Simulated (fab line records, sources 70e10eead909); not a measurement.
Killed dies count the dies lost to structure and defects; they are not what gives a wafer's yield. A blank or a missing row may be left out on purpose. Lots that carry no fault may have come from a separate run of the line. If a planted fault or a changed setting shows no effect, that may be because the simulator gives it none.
The tool behind it: which one?    flow nandHarc    6 lots with 17 wafers sampled at 5 steps, on a route of 1302 steps

== WHAT THE GAUGES SHOWED, per wafer ==
NHARC_END_SORT_01.
lot   measured      on         killedAtArray
L579  day 28 12:41  prober-02  96 63 77

== WHAT TOOL EACH LOT RAN ON (gives the tool, then ch and the chambers of the sampled wafers, and finally the start) ==
lot   NHARC_A_CHANNEL_FILL_D1_ALD_02   NHARC_A_CHANNEL_FILL_D1_ALD_14   NHARC_A_CHANNEL_FILL_D1_ALD_16   NHARC_A_CHANNEL_FILL_D1_ETCHBACK_19
L569  aldHk-01 ch 1,2,3, day 9 08:37   aldHk-01 ch 0,2, day 9 15:33     aldHk-02 ch 0,1,3, day 9 20:44   rieSi-02 ch 0,3, day 10 08:22
L573  aldHk-04 ch 0,1,3, day 10 15:36  aldHk-04 ch 0,3, day 10 22:13    aldHk-02 ch 0,1,2, day 11 03:20  rieSi-02 ch 0,2,3, day 11 15:14
L579  aldHk-04 ch 1,2,3, day 13 05:25  aldHk-01 ch 1,2,3, day 13 11:58  aldHk-04 ch 1,2, day 13 16:58    rieSi-02 ch 2,3, day 14 04:23
L582  aldHk-04 ch 0,1,2, day 14 23:24  aldHk-04 ch 0,1,2, day 15 07:11  aldHk-01 ch 0,1,3, day 15 12:19  rieSi-04 ch 1,2,3, day 16 00:16
L586  aldHk-01 ch 1,3, day 16 08:07    aldHk-04 ch 1,2, day 16 14:59    aldHk-02 ch 1,3, day 16 20:04    rieSi-02 ch 1,2, day 17 07:59
L589  aldHk-02 ch 0,2, day 17 15:16    aldHk-02 ch 0,1, day 17 22:10    aldHk-01 ch 0,3, day 18 03:22    rieSi-04 ch 0,1, day 18 15:20
- NHARC_A_CHANNEL_FILL_D1_ALD_02: deposits SiO2, target thk 6 nm, pulse time 10 s, ald cycles 60.
- NHARC_A_CHANNEL_FILL_D1_ALD_14: deposits SiO2, target thk 2.5 nm, pulse time 10 s, ald cycles 25.
- NHARC_A_CHANNEL_FILL_D1_ALD_16: deposits SiO2, target thk 1.5 nm, pulse time 10 s, ald cycles 15.
- NHARC_A_CHANNEL_FILL_D1_ETCHBACK_19: etches the open film in HBr/Cl2, target depth 5 nm, time 1.7 s.

== THE ANSWER, worked out from the rows above alone ==
Rule: what is usual is taken from the lots themselves. Put in order of their means at a reading, lots are off if they are a third of the lots or fewer, leave a main group of 4 or more, and stand apart from it by a gap of 3 or more times the standard deviation of the main group's means; of several such gaps the widest counts. The tables above print the reading to a certain number of digits; a main group whose means all agree to those digits is not used. A lot without any number at a reading at which 4 lots or more have one is off too. Where the step has rows for the other lots, those lots are counted as sound.
Nothing can be told from this: no lot is off at any reading shown.

== WHAT THE SIMULATOR HAD INSERTED ==
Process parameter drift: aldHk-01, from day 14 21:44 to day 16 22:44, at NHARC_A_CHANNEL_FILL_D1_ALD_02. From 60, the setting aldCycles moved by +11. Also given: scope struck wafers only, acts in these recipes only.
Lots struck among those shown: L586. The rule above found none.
